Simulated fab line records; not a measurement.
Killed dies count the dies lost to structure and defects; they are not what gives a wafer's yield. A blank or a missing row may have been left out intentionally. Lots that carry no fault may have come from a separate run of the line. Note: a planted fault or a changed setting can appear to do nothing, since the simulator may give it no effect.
fab line records	flow n5Finfet
record lots=24	wafers=72	lastDay=17
route steps=1938 shown FIN_SAQP@124 FIN_CUT@164 STI_FIN_REVEAL@204
lots that met no fault: from a run of the same line without faults
startH: start of the lot's first displayed wafer, in hours after the record's first day	waitH: hours since the lot's step before	" repeats the value in the row above	L1.1+2: a single row standing in for several wafers	- no value present, or no start provided	* or withheld: withheld	< > ~ a bound
route shown NAME@n: NAME is a module with steps in the file, n the number in the route of the first one	usual: mean and standard deviation over wafers with no fault	same: alike in all rows	chamber/n: place in a boat	sites: each site's reading	_std_site: standard deviation across them	_edge_site: outer sites' mean less inner sites'	radiusMm: how far each site lies from the wafer's centre	mask NAME#n: copy n	behind: tool/chamber where the wafer was last shaped	hold: why the lot was held/for how many hours/how that ended	device: transistor that didn't switch, given as n, p or np	end of line: tests of these same wafers at the route's end	for a step that has no rows: nothing shown but its recipe	killed: dies that structure and defects cost at the first sort, which is not the same as the wafer's yield	map: shows each die of a wafer: x if killed, . if not, _ if none is there
set.NAME: the setting the step ran with; set.NAME@STEP: the setting that earlier step ran with	model.NAME: the simulator's own value behind a step, which no gauge read
steps of the route over a sample of lots; a table a step, a row a wafer
services: a tool's chamber out of use, with start hour (startH, from the record's first day; less than 0 if before it), hours out, and reason
## steps
# step N5_FIN_SAQP_RECESS_75
# recipe chemistry=HF/NH3	target=SiO2	targetDepthA=144	afsCycles=3	tempC=30	sublimationTempC=180	sublimationTimeS=60
# usual drypumpMotorCurrentA=5.5/0.5
lot.wafer	tool	chamber	startH	waitH	drypumpMotorCurrentA
L074.1	vaporEtch-01	0	23.11	0.6	5.6
L074.2	"	1	"	"	6.1
L074.3	"	0	"	"	5.6
L075.1	vaporEtch-01	1	29.28	0.0	6.1
L075.3	"	0	"	"	5.6
L075.5	"	0	"	"	5.6
L076.1	vaporEtch-02	0	35.69	0.0	5.2
L076.4	"	0	"	"	5.2
L076.5	"	1	"	"	4.7
L077.1	vaporEtch-01	0	40.87	0.0	5.6
L077.3	"	1	"	"	6.1
L077.5	"	1	"	"	6.1
L078.1	vaporEtch-02	1	46.59	0.0	4.7
L078.5	"	0	"	"	5.2
L078.6	"	1	"	"	4.7
L079.1	vaporEtch-02	0	52.92	0.0	5.2
L079.3	"	0	"	"	5.2
L079.5	"	1	"	"	4.8
L080.2	vaporEtch-02	1	61.66	0.0	4.8
L080.3	"	1	"	"	4.7
L080.6	"	0	"	"	5.2
L081.1	vaporEtch-02	0	64.38	0.0	5.2
L081.3	"	1	"	"	4.7
L081.5	"	1	"	"	4.7
L082.2	vaporEtch-02	1	72.85	0.0	4.7
L082.3	"	1	"	"	4.7
L082.5	"	1	"	"	4.7
L083.2	vaporEtch-01	0	77.66	0.0	5.6
L083.3	"	1	"	"	6.1
L083.6	"	0	"	"	5.6
L084.1	vaporEtch-01	1	82.94	0.0	6.1
L084.5	"	1	"	"	6.1
L084.6	"	0	"	"	5.6
L085.2	vaporEtch-01	1	91.20	0.0	6.1
L085.3	"	0	"	"	5.6
L085.4	"	1	"	"	6.1
L086.1	vaporEtch-02	0	95.19	0.0	5.2
L086.3	"	1	"	"	4.7
L086.4	"	0	"	"	5.2
L087.2	vaporEtch-02	1	102.65	0.1	4.7
L087.3	"	1	"	"	4.7
L087.5	"	1	"	"	4.7
L088.2	vaporEtch-02	1	106.52	0.0	4.7
L088.3	"	0	"	"	5.2
L088.5	"	1	"	"	4.7
L089.1	vaporEtch-01	0	113.24	0.0	5.6
L089.2	"	1	"	"	6.1
L089.3	"	0	"	"	5.6
L090.1	vaporEtch-01	1	118.82	0.0	6.1
L090.5	"	0	"	"	5.6
L090.6	"	1	"	"	6.1
L091.1	vaporEtch-01	0	125.04	0.0	5.6
L091.3	"	1	"	"	6.1
L091.6	"	0	"	"	5.6
L092.1	vaporEtch-01	1	130.91	0.0	6.1
L092.2	"	0	"	"	5.6
L092.4	"	1	"	"	6.1
L093.3	vaporEtch-01	0	136.93	0.1	5.6
L093.5	"	0	"	"	5.6
L093.6	"	1	"	"	6.1
L094.2	vaporEtch-01	0	142.68	0.0	5.6
L094.5	"	1	"	"	6.1
L094.6	"	0	"	"	5.6
L095.1	vaporEtch-01	1	148.46	0.0	6.1
L095.2	"	0	"	"	5.6
L095.4	"	1	"	"	6.1
L096.4	vaporEtch-01	1	155.17	0.1	6.1
L096.5	"	0	"	"	5.6
L096.6	"	1	"	"	6.1
L097.1	vaporEtch-02	0	161.13	0.0	5.2
L097.2	"	1	"	"	4.7
L097.6	"	0	"	"	5.2
# step N5_FIN_SAQP_RECESS_71
# recipe chemistry=HF/NH3	target=SiO2	targetDepthA=30	afsCycles=1	tempC=30	sublimationTempC=180	sublimationTimeS=60
# usual drypumpMotorCurrentA=5.4/0.5
lot.wafer	tool	chamber	startH	waitH	drypumpMotorCurrentA
L074.1	vaporEtch-01	0	25.33	0.1	5.6
L074.2	"	1	"	"	6.1
L074.3	"	0	"	"	5.6
L075.1	vaporEtch-01	1	31.64	0.2	6.1
L075.3	"	0	"	"	5.6
L075.5	"	0	"	"	5.6
L076.1	vaporEtch-01	0	37.93	0.1	5.6
L076.4	"	0	"	"	5.6
L076.5	"	1	"	"	6.1
L077.1	vaporEtch-02	0	43.19	0.1	5.2
L077.3	"	0	"	"	5.2
L077.5	"	0	"	"	5.2
L078.1	vaporEtch-01	1	49.05	0.0	6.1
L078.5	"	0	"	"	5.6
L078.6	"	1	"	"	6.1
L079.1	vaporEtch-01	1	55.09	0.0	6.1
L079.3	"	1	"	"	6.1
L079.5	"	1	"	"	6.1
L080.2	vaporEtch-02	0	63.84	0.0	5.2
L080.3	"	1	"	"	4.7
L080.6	"	1	"	"	4.7
L081.1	vaporEtch-02	1	66.58	0.0	4.7
L081.3	"	0	"	"	5.2
L081.5	"	0	"	"	5.2
L082.2	vaporEtch-02	0	75.02	0.0	5.2
L082.3	"	1	"	"	4.7
L082.5	"	1	"	"	4.7
L083.2	vaporEtch-01	0	79.97	0.0	5.6
L083.3	"	0	"	"	5.6
L083.6	"	1	"	"	6.1
L084.1	vaporEtch-01	0	85.16	0.0	5.6
L084.5	"	1	"	"	6.1
L084.6	"	0	"	"	5.6
L085.2	vaporEtch-02	0	93.38	0.0	5.1
L085.3	"	0	"	"	5.2
L085.4	"	1	"	"	4.7
L086.1	vaporEtch-02	0	97.37	0.0	5.2
L086.3	"	0	"	"	5.2
L086.4	"	1	"	"	4.7
L087.2	vaporEtch-01	0	104.88	0.0	5.6
L087.3	"	1	"	"	6.1
L087.5	"	1	"	"	6.1
L088.2	vaporEtch-02	1	108.82	0.0	4.7
L088.3	"	0	"	"	5.2
L088.5	"	0	"	"	5.1
L089.1	vaporEtch-01	1	115.81	0.0	6.1
L089.2	"	0	"	"	5.6
L089.3	"	1	"	"	6.1
L090.1	vaporEtch-02	1	121.04	0.0	4.7
L090.5	"	1	"	"	4.7
L090.6	"	0	"	"	5.2
L091.1	vaporEtch-02	1	127.22	0.0	4.7
L091.3	"	1	"	"	4.8
L091.6	"	0	"	"	5.2
L092.1	vaporEtch-02	1	133.46	0.0	4.7
L092.2	"	0	"	"	5.2
L092.4	"	1	"	"	4.7
L093.3	vaporEtch-02	0	139.65	0.1	5.2
L093.5	"	0	"	"	5.2
L093.6	"	1	"	"	4.7
L094.2	vaporEtch-02	0	144.86	0.0	5.2
L094.5	"	1	"	"	4.7
L094.6	"	0	"	"	5.2
L095.1	vaporEtch-02	0	150.88	0.0	5.2
L095.2	"	1	"	"	4.7
L095.4	"	1	"	"	4.7
L096.4	vaporEtch-01	1	157.36	0.1	6.1
L096.5	"	1	"	"	6.1
L096.6	"	0	"	"	5.6
L097.1	vaporEtch-01	1	164.26	0.0	6.1
L097.2	"	0	"	"	5.6
L097.6	"	0	"	"	5.6
# step N5_FIN_CUT_OVL_MEAS_09
# recipe pointsPerWafer=522
# usual FIN_CUT_OVL=-0.3/0.68
lot.wafer	tool	chamber	startH	waitH	FIN_CUT_OVL[nm]
L074.1	overlay-01	0	27.04	0.0	0.1
L074.2	"	0	"	"	-0.3
L074.3	"	0	"	"	-0.3
L075.1	overlay-02	0	33.27	0.0	-1.2
L075.3	"	0	"	"	-1.2
L075.5	"	0	"	"	-0.5
L076.1	overlay-02	0	39.84	0.0	1.0
L076.4	"	0	"	"	-0.4
L076.5	"	0	"	"	0.9
L077.1	overlay-02	0	44.94	0.0	0.5
L077.3	"	0	"	"	0.5
L077.5	"	0	"	"	0.2
L078.1	overlay-02	0	50.76	0.0	-0.4
L078.5	"	0	"	"	0.0
L078.6	"	0	"	"	-0.2
L079.1	overlay-01	0	56.97	0.0	-0.2
L079.3	"	0	"	"	-0.5
L079.5	"	0	"	"	-0.5
L080.2	overlay-02	0	65.59	0.0	-1.6
L080.3	"	0	"	"	0.4
L080.6	"	0	"	"	0.1
L081.1	overlay-02	0	68.48	0.0	-0.9
L081.3	"	0	"	"	-0.8
L081.5	"	0	"	"	-0.6
L082.2	overlay-01	0	76.78	0.0	0.6
L082.3	"	0	"	"	0.4
L082.5	"	0	"	"	-0.4
L083.2	overlay-01	0	81.68	0.0	-0.2
L083.3	"	0	"	"	-0.5
L083.6	"	0	"	"	-1.2
L084.1	overlay-02	0	86.74	0.0	-0.4
L084.5	"	0	"	"	0.0
L084.6	"	0	"	"	-1.7
L085.2	overlay-01	0	95.37	0.0	-0.9
L085.3	"	0	"	"	-1.2
L085.4	"	0	"	"	-0.8
L086.1	overlay-02	0	98.95	0.0	-0.7
L086.3	"	0	"	"	1.0
L086.4	"	0	"	"	0.7
L087.2	overlay-02	0	106.77	0.0	-0.6
L087.3	"	0	"	"	-0.4
L087.5	"	0	"	"	-1.5
L088.2	overlay-02	0	110.41	0.0	-0.3
L088.3	"	0	"	"	-0.4
L088.5	"	0	"	"	-1.0
L089.1	overlay-01	0	117.52	0.0	-0.1
L089.2	"	0	"	"	-0.6
L089.3	"	0	"	"	-0.7
L090.1	overlay-02	0	122.76	0.0	0.2
L090.5	"	0	"	"	0.9
L090.6	"	0	"	"	-0.4
L091.1	overlay-02	0	128.93	0.0	-0.2
L091.3	"	0	"	"	-1.0
L091.6	"	0	"	"	0.7
L092.1	overlay-01	0	135.06	0.0	0.9
L092.2	"	0	"	"	-0.2
L092.4	"	0	"	"	0.3
L093.3	overlay-02	0	141.38	0.0	-0.7
L093.5	"	0	"	"	-0.7
L093.6	"	0	"	"	0.0
L094.2	overlay-02	0	146.45	0.0	0.8
L094.5	"	0	"	"	-0.3
L094.6	"	0	"	"	-0.1
L095.1	overlay-02	0	152.57	0.0	-0.1
L095.2	"	0	"	"	-1.0
L095.4	"	0	"	"	-1.0
L096.4	overlay-01	0	158.92	0.0	-0.5
L096.5	"	0	"	"	0.0
L096.6	"	0	"	"	-0.7
L097.1	overlay-01	0	166.24	0.0	0.5
L097.2	"	0	"	"	-1.0
L097.6	"	0	"	"	-1.3
# step N5_FIN_CUT_ETCH_20
# recipe chemistry=CF4	target=SiARC	targetDepthA=260	maskMaterial=CAR-EUV	timeS=43.3	ionEnergyEv=80	pressureMtorr=40	sourceW=545	biasW=36	Ar_flow_sccm=100	cf4FlowSccm=100	ends=cleared
# usual cf4FlowSccm=100.0/0.31	drypumpMotorCurrentA=5.9/0.5	etchRfOnTimeS=43.3/0.99	oesProductAu=0.64/0.035	rfVppV=184.1/1.2	showerheadPlenumPTorr=2.15/0.072	throttleValvePct=15.62/0.15
lot.wafer	tool	chamber	startH	waitH	cf4FlowSccm	drypumpMotorCurrentA	etchRfOnTimeS	oesProductAu	rfHoursCounterH	rfVppV	showerheadPlenumPTorr	throttleValvePct
L074.1	rieDiel-02	0	27.19	0.0	100.2	5.1	43.1	0.72	59	186.1	2.26	15.43
L074.2	"	1	"	"	99.8	6.1	43.6	0.67	108	183.3	2.08	15.45
L074.3	"	3	"	"	99.8	6.6	43.4	0.59	212	185.3	2.21	15.79
L075.1	rieDiel-04	2	33.42	0.0	100.4	5.4	42.5	0.69	105	184.3	2.15	15.56
L075.3	"	1	"	"	99.5	6.1	42.2	0.67	114	184.9	2.24	15.59
L075.5	"	2	"	"	100.6	5.4	42.6	0.68	-	185.6	2.15	15.55
L076.1	rieDiel-04	0	39.99	0.0	99.7	6.3	41.8	0.65	174	182.5	2.06	15.94
L076.4	"	2	"	"	99.6	5.4	42.9	0.68	107	184.2	2.15	15.54
L076.5	"	2	"	"	100.0	5.4	42.6	0.68	-	184.0	2.15	15.55
L077.1	rieDiel-04	1	45.09	0.0	100.1	6.0	42.2	0.66	117	183.5	2.24	15.59
L077.3	"	0	"	"	100.4	6.3	41.4	0.65	175	182.0	2.06	15.93
L077.5	"	0	"	"	100.0	6.3	41.4	0.65	-	183.0	2.06	15.92
L078.1	rieDiel-03	2	51.00	0.0	100.6	5.2	43.2	0.65	152	184.8	2.14	15.40
L078.5	"	2	"	"	100.0	5.3	43.6	0.65	-	183.5	2.14	15.41
L078.6	"	3	"	"	100.2	5.3	44.1	0.65	-	183.6	2.06	15.67
L079.1	rieDiel-03	0	57.12	0.0	100.1	5.9	42.7	0.62	197	183.9	2.04	15.72
L079.3	"	3	"	"	99.9	5.3	43.9	0.65	132	181.4	2.06	15.67
L079.5	"	2	"	"	99.9	5.3	43.2	0.64	-	183.8	2.14	15.41
L080.2	rieDiel-03	2	67.29	0.0	99.7	5.3	42.6	0.64	160	185.3	2.14	15.42
L080.3	"	0	"	"	100.2	5.9	42.7	0.61	203	181.6	2.04	15.72
L080.6	"	3	"	"	100.2	5.3	43.0	0.65	-	184.2	2.05	15.69
L081.1	rieDiel-02	0	68.86	0.0	99.9	5.1	43.6	0.71	68	185.3	2.26	15.45
L081.3	"	2	"	"	100.0	6.1	44.3	0.65	131	183.6	2.15	15.51
L081.5	"	0	"	"	99.8	5.1	43.3	0.72	-	184.5	2.26	15.45
L082.2	rieDiel-04	3	76.92	0.0	100.0	5.9	42.6	0.63	146	185.8	2.23	15.56
L082.3	"	2	"	"	100.5	5.4	42.6	0.68	119	185.3	2.15	15.58
L082.5	"	2	"	"	100.2	5.4	42.7	0.67	-	183.8	2.15	15.57
L083.2	rieDiel-02	3	81.82	0.0	100.1	6.6	44.7	0.57	225	183.0	2.21	15.81
L083.3	"	0	"	"	100.0	5.1	44.3	0.71	72	186.4	2.26	15.45
L083.6	"	0	"	"	99.8	5.1	44.0	0.71	-	185.9	2.26	15.46
L084.1	rieDiel-02	0	87.50	0.0	100.2	5.1	44.2	0.70	74	186.9	2.26	15.47
L084.5	"	1	"	"	100.6	6.2	44.7	0.66	-	182.2	2.07	15.47
L084.6	"	2	"	"	100.2	6.1	45.4	0.64	-	184.7	2.15	15.52
L085.2	rieDiel-02	1	95.51	0.0	100.4	6.2	44.5	0.66	124	183.5	2.07	15.49
L085.3	"	3	"	"	99.8	6.6	44.3	0.57	229	184.6	2.20	15.82
L085.4	"	2	"	"	99.6	6.2	45.1	0.64	138	184.9	2.15	15.53
L086.1	rieDiel-02	2	99.10	0.0	100.0	6.1	44.6	0.63	139	182.0	2.15	15.54
L086.3	"	3	"	"	100.4	6.6	44.4	0.57	230	183.6	2.20	15.82
L086.4	"	0	"	"	100.3	5.1	43.9	0.70	77	185.8	2.26	15.48
L087.2	rieDiel-02	2	107.29	0.0	100.3	6.2	44.9	0.64	142	184.7	2.15	15.53
L087.3	"	0	"	"	100.2	5.1	44.3	0.70	79	184.7	2.25	15.47
L087.5	"	1	"	"	100.2	6.2	45.0	0.65	-	182.5	2.07	15.51
L088.2	rieDiel-04	2	110.97	0.0	100.0	5.4	42.4	0.67	130	184.5	2.15	15.59
L088.3	"	3	"	"	100.9	5.9	41.9	0.63	157	184.3	2.23	15.60
L088.5	"	1	"	"	100.0	6.1	42.8	0.63	-	185.1	2.23	15.63
L089.1	rieDiel-03	1	117.68	0.0	99.8	6.5	42.5	0.63	163	184.7	2.12	15.66
L089.2	"	0	"	"	99.6	5.9	42.6	0.60	218	183.2	2.04	15.76
L089.3	"	3	"	"	100.2	5.3	43.6	0.64	154	183.6	2.05	15.70
L090.1	rieDiel-03	0	123.03	0.0	100.5	5.9	43.5	0.60	219	182.9	2.04	15.77
L090.5	"	1	"	"	99.8	6.4	43.5	0.62	-	182.9	2.12	15.65
L090.6	"	3	"	"	100.1	5.3	44.2	0.63	-	181.3	2.05	15.70
L091.1	rieDiel-04	2	129.08	0.0	99.6	5.4	42.6	0.66	136	185.1	2.14	15.60
L091.3	"	1	"	"	100.2	6.0	42.1	0.63	145	185.6	2.23	15.64
L091.6	"	3	"	"	99.5	5.9	41.7	0.62	-	184.9	2.22	15.60
L092.1	rieDiel-02	1	135.37	0.0	100.3	6.1	44.0	0.65	134	184.2	2.07	15.52
L092.2	"	3	"	"	100.3	6.6	43.8	0.58	239	184.3	2.20	15.84
L092.4	"	2	"	"	100.5	6.1	44.4	0.63	147	183.5	2.15	15.55
L093.3	rieDiel-03	3	141.57	0.0	99.8	5.3	44.2	0.63	162	182.6	2.05	15.74
L093.5	"	2	"	"	100.1	5.3	43.3	0.62	-	185.3	2.13	15.47
L093.6	"	1	"	"	99.9	6.5	43.1	0.62	-	184.5	2.12	15.68
L094.2	rieDiel-04	2	146.59	0.0	100.0	5.4	41.9	0.65	142	184.0	2.14	15.62
L094.5	"	2	"	"	99.7	5.4	42.1	0.66	-	183.4	2.14	15.63
L094.6	"	3	"	"	99.9	5.9	41.5	0.62	-	185.5	2.22	15.60
L095.1	rieDiel-02	1	153.03	0.0	100.4	6.2	44.0	0.64	139	182.5	2.07	15.53
L095.2	"	2	"	"	99.7	6.1	44.5	0.62	152	184.1	2.14	15.55
L095.4	"	3	"	"	100.2	6.6	44.2	0.56	244	185.6	2.20	15.84
L096.4	rieDiel-04	3	159.25	0.0	99.6	6.0	42.6	0.62	171	186.8	2.22	15.61
L096.5	"	0	"	"	100.0	6.4	42.2	0.62	-	183.0	2.05	16.01
L096.6	"	1	"	"	99.3	6.0	42.9	0.63	-	183.1	2.22	15.65
L097.1	rieDiel-02	1	166.38	0.0	99.9	6.1	44.0	0.65	143	183.1	2.06	15.52
L097.2	"	0	"	"	99.5	5.1	43.7	0.69	96	186.2	2.25	15.50
L097.6	"	3	"	"	100.4	6.6	43.8	0.57	-	184.3	2.20	15.86
# step N5_FIN_CUT_CUT_ETCH_26
# recipe chemistry=CH3F/O2	target=SiNx	targetDepthA=390	maskMaterial=SOC	timeS=55.7	pressureMtorr=30	sourceW=395	biasW=73	Ar_flow_sccm=150	CH3F_flow_sccm=30	O2_flow_sccm=20	ionEnergyEv=120
# usual drypumpMotorCurrentA=5.9/0.49	oesProductAu=0.75/0.041	rfVppV=298/3.3	showerheadPlenumPTorr=2.01/0.071	throttleValvePct=16.37/0.17
lot.wafer	tool	chamber	startH	waitH	drypumpMotorCurrentA	oesProductAu	rfHoursCounterH	rfVppV	showerheadPlenumPTorr	throttleValvePct
L074.1	rieDiel-02	0	27.57	0.0	5.1	0.86	60	302	2.12	16.18
L074.2	"	1	"	"	6.2	0.79	108	296	1.94	16.21
L074.3	"	3	"	"	6.6	0.69	213	303	2.07	16.54
L075.1	rieDiel-04	2	33.80	0.0	5.4	0.80	105	296	2.01	16.28
L075.3	"	1	"	"	6.0	0.77	114	295	2.10	16.34
L075.5	"	2	"	"	5.4	0.79	-	293	2.01	16.29
L076.1	rieDiel-04	0	40.37	0.0	6.3	0.75	174	300	1.92	16.64
L076.4	"	2	"	"	5.4	0.79	107	293	2.01	16.28
L076.5	"	2	"	"	5.4	0.80	-	294	2.01	16.29
L077.1	rieDiel-04	1	45.47	0.0	6.0	0.76	118	295	2.09	16.36
L077.3	"	0	"	"	6.3	0.75	175	303	1.91	16.65
L077.5	"	0	"	"	6.3	0.75	-	301	1.91	16.68
L078.1	rieDiel-03	2	51.38	0.0	5.3	0.76	152	296	2.00	16.10
L078.5	"	2	"	"	5.3	0.76	-	295	2.00	16.09
L078.6	"	3	"	"	5.3	0.76	-	297	1.93	16.49
L079.1	rieDiel-03	0	57.50	0.0	5.9	0.72	197	298	1.91	16.49
L079.3	"	2	"	"	5.2	0.75	154	294	2.00	16.10
L079.5	"	2	"	"	5.3	0.74	-	294	2.00	16.12
L080.2	rieDiel-03	2	67.67	0.0	5.3	0.75	160	294	1.99	16.11
L080.3	"	0	"	"	5.9	0.72	203	299	1.91	16.52
L080.6	"	3	"	"	5.3	0.76	-	295	1.92	16.50
L081.1	rieDiel-02	0	69.24	0.0	5.1	0.84	68	302	2.11	16.20
L081.3	"	2	"	"	6.1	0.76	131	297	2.00	16.18
L081.5	"	0	"	"	5.1	0.85	-	304	2.11	16.19
L082.2	rieDiel-04	3	77.30	0.0	5.9	0.74	147	303	2.10	16.36
L082.3	"	2	"	"	5.4	0.78	120	294	2.01	16.29
L082.5	"	2	"	"	5.4	0.79	-	294	2.01	16.31
L083.2	rieDiel-02	3	82.21	0.0	6.6	0.68	225	303	2.07	16.58
L083.3	"	0	"	"	5.1	0.83	72	302	2.11	16.19
L083.6	"	0	"	"	5.1	0.83	-	302	2.11	16.19
L084.1	rieDiel-02	0	87.88	0.0	5.1	0.84	74	304	2.11	16.21
L084.5	"	1	"	"	6.1	0.78	-	295	1.93	16.25
L084.6	"	2	"	"	6.1	0.75	-	297	1.99	16.18
L085.2	rieDiel-02	1	95.89	0.0	6.2	0.77	124	294	1.93	16.24
L085.3	"	3	"	"	6.6	0.67	229	302	2.07	16.58
L085.4	"	2	"	"	6.1	0.75	138	297	1.99	16.18
L086.1	rieDiel-02	2	99.48	0.0	6.1	0.74	139	296	1.99	16.17
L086.3	"	3	"	"	6.6	0.67	230	302	2.07	16.58
L086.4	"	0	"	"	5.1	0.83	77	303	2.11	16.21
L087.2	rieDiel-02	2	107.68	0.0	6.1	0.74	142	298	1.99	16.18
L087.3	"	0	"	"	5.1	0.82	79	304	2.11	16.21
L087.5	"	1	"	"	6.1	0.77	-	296	1.93	16.26
L088.2	rieDiel-04	2	111.35	0.0	5.4	0.76	131	293	2.00	16.33
L088.3	"	3	"	"	6.0	0.73	157	303	2.09	16.37
L088.5	"	1	"	"	6.1	0.74	-	296	2.09	16.39
L089.1	rieDiel-03	1	118.06	0.0	6.4	0.73	163	296	1.99	16.41
L089.2	"	0	"	"	5.9	0.71	218	299	1.90	16.53
L089.3	"	3	"	"	5.3	0.74	154	296	1.92	16.55
L090.1	rieDiel-03	0	123.41	0.0	5.9	0.70	220	299	1.90	16.55
L090.5	"	1	"	"	6.4	0.73	-	296	1.98	16.44
L090.6	"	3	"	"	5.3	0.74	-	296	1.92	16.54
L091.1	rieDiel-04	2	129.46	0.0	5.4	0.76	137	293	2.00	16.35
L091.3	"	1	"	"	6.0	0.73	145	296	2.08	16.40
L091.6	"	3	"	"	6.0	0.72	-	302	2.09	16.39
L092.1	rieDiel-02	1	135.75	0.0	6.2	0.77	134	296	1.93	16.26
L092.2	"	3	"	"	6.6	0.67	239	299	2.06	16.60
L092.4	"	2	"	"	6.1	0.73	148	296	1.99	16.19
L093.3	rieDiel-03	3	141.96	0.0	5.3	0.74	162	295	1.92	16.56
L093.5	"	2	"	"	5.3	0.74	-	295	1.99	16.17
L093.6	"	1	"	"	6.5	0.73	-	297	1.98	16.43
L094.2	rieDiel-04	2	146.97	0.0	5.4	0.76	142	293	2.00	16.37
L094.5	"	2	"	"	5.4	0.76	-	294	2.00	16.37
L094.6	"	3	"	"	5.9	0.72	-	303	2.09	16.39
L095.1	rieDiel-02	1	153.41	0.0	6.2	0.76	139	295	1.93	16.27
L095.2	"	2	"	"	6.1	0.74	152	297	1.99	16.22
L095.4	"	3	"	"	6.7	0.66	244	302	2.06	16.60
L096.4	rieDiel-04	3	159.64	0.0	5.9	0.71	172	304	2.09	16.41
L096.5	"	0	"	"	6.3	0.72	-	301	1.90	16.71
L096.6	"	1	"	"	6.0	0.73	-	297	2.08	16.41
L097.1	rieDiel-02	1	166.77	0.0	6.2	0.76	143	296	1.92	16.25
L097.2	"	0	"	"	5.1	0.81	96	303	2.10	16.24
L097.6	"	3	"	"	6.6	0.66	-	301	2.06	16.61
# step N5_STI_FIN_REVEAL_OXIDATION_33
# recipe chemistry=O2_PLASMA_REMOTE	tempC=150	timeS=20	pressureMtorr=1000	sourcePowerW=2000	o2FlowSccm=3000
# usual drypumpMotorCurrentA=5.8/0.39	heaterPowerW=144/12	tempCMax=150.86/0.28
lot.wafer	tool	chamber	startH	waitH	drypumpMotorCurrentA	heaterPowerW	rfHoursCounterH	tempCMax
L074.1	plasmaAsher-02	0	37.85	0.0	6.2	150	30	150.93
L074.2	"	1	"	"	6.0	143	30	150.74
L074.3	"	1	"	"	6.0	144	-	150.64
L075.1	plasmaAsher-01	1	44.10	0.0	6.0	127	78	150.84
L075.3	"	0	"	"	5.2	156	-	150.81
L075.5	"	0	"	"	5.2	156	-	151.07
L076.1	plasmaAsher-01	1	49.32	0.0	6.0	132	79	150.85
L076.4	"	0	"	"	5.2	158	-	151.10
L076.5	"	1	"	"	6.0	128	-	150.71
L077.1	plasmaAsher-01	0	54.53	0.0	5.3	154	80	151.33
L077.3	"	0	"	"	5.3	156	-	151.37
L077.5	"	0	"	"	5.3	161	-	151.23
L078.1	plasmaAsher-01	1	60.43	0.0	6.0	128	81	150.68
L078.5	"	0	"	"	5.3	156	-	151.17
L078.6	"	1	"	"	6.0	124	-	150.84
L079.1	plasmaAsher-01	1	66.53	0.0	6.1	128	82	150.39
L079.3	"	0	"	"	5.3	155	-	150.89
L079.5	"	0	"	"	5.3	157	-	150.97
L080.2	plasmaAsher-02	1	76.61	0.0	6.0	144	37	150.77
L080.3	"	1	"	"	6.0	143	-	151.02
L080.6	"	0	"	"	6.2	151	-	150.99
L081.1	plasmaAsher-01	1	78.40	0.0	6.0	129	85	150.59
L081.3	"	0	"	"	5.3	157	-	151.20
L081.5	"	0	"	"	5.2	156	-	150.99
L082.2	plasmaAsher-01	0	86.25	0.0	5.2	156	86	151.09
L082.3	"	0	"	"	5.2	158	-	151.27
L082.5	"	1	"	"	6.0	127	-	150.48
L083.2	plasmaAsher-01	1	92.06	0.0	6.0	128	87	150.71
L083.3	"	0	"	"	5.3	158	-	150.95
L083.6	"	1	"	"	6.1	128	-	150.41
L084.1	plasmaAsher-01	0	97.49	0.0	5.3	157	87	151.10
L084.5	"	1	"	"	6.0	129	-	151.01
L084.6	"	0	"	"	5.3	157	-	151.19
L085.2	plasmaAsher-01	0	104.94	0.0	5.2	157	88	151.03
L085.3	"	0	"	"	5.2	157	-	151.03
L085.4	"	1	"	"	6.0	128	-	150.79
L086.1	plasmaAsher-01	1	109.52	0.0	6.0	132	89	150.36
L086.3	"	1	"	"	6.0	127	-	150.48
L086.4	"	0	"	"	5.2	155	-	151.10
L087.2	plasmaAsher-01	0	116.59	0.0	5.2	154	90	150.76
L087.3	"	0	"	"	5.3	156	-	151.03
L087.5	"	0	"	"	5.2	158	-	151.19
L088.2	plasmaAsher-02	0	120.37	0.0	6.2	149	47	150.87
L088.3	"	0	"	"	6.2	153	-	150.90
L088.5	"	0	"	"	6.2	151	-	151.01
L089.1	plasmaAsher-01	0	127.05	0.0	5.3	158	93	151.00
L089.2	"	1	"	"	6.0	126	93	150.65
L089.3	"	1	"	"	6.0	128	-	150.39
L090.1	plasmaAsher-02	1	132.98	0.0	6.0	149	50	151.50
L090.5	"	0	"	"	6.2	149	-	150.71
L090.6	"	1	"	"	6.0	147	-	150.97
L091.1	plasmaAsher-02	0	139.00	0.0	6.2	150	50	150.80
L091.3	"	1	"	"	6.0	144	-	150.65
L091.6	"	0	"	"	6.2	150	-	150.92
L092.1	plasmaAsher-01	0	145.06	0.4	5.3	156	97	151.23
L092.2	"	1	"	"	6.0	130	97	150.89
L092.4	"	0	"	"	5.3	162	-	151.11
L093.3	plasmaAsher-02	0	151.65	0.0	6.2	149	-	151.01
L093.5	"	0	"	"	6.2	152	-	150.78
L093.6	"	1	"	"	6.0	145	-	151.21
L094.2	plasmaAsher-02	1	156.21	0.0	6.0	143	53	150.61
L094.5	"	1	"	"	6.0	145	-	150.76
L094.6	"	0	"	"	6.2	153	-	150.92
L095.1	plasmaAsher-01	1	163.01	0.0	6.0	129	101	150.44
L095.2	"	0	"	"	5.3	157	101	150.74
L095.4	"	0	"	"	5.3	156	-	150.64
L096.4	plasmaAsher-01	0	168.94	0.0	5.2	159	-	151.00
L096.5	"	0	"	"	5.2	154	-	150.88
L096.6	"	1	"	"	6.1	126	-	150.63
L097.1	plasmaAsher-01	0	175.73	0.0	5.2	155	103	151.42
L097.2	"	1	"	"	6.0	131	103	150.74
L097.6	"	0	"	"	5.3	156	-	151.36
## services
tool	chamber	startH	hours	kind
vaporEtch-02	-	5.05	0.4	repair
vaporEtch-02	-	18.47	14.6	pm
rieDiel-02	2	19.75	15.8	repair
rieDiel-02	-	53.02	14.6	pm
rieDiel-03	1	57.34	23.6	repair
rieDiel-04	3	60.92	12.0	repair
rieDiel-02	2	69.71	3.8	repair
rieDiel-02	1	71.07	1.3	repair
rieDiel-02	-	104.66	0.8	repair
rieDiel-04	-	117.44	2.2	repair
rieDiel-03	2	119.39	6.6	repair
rieDiel-02	-	126.83	2.8	pm
plasmaAsher-02	-	142.88	3.1	repair
## key
fault none
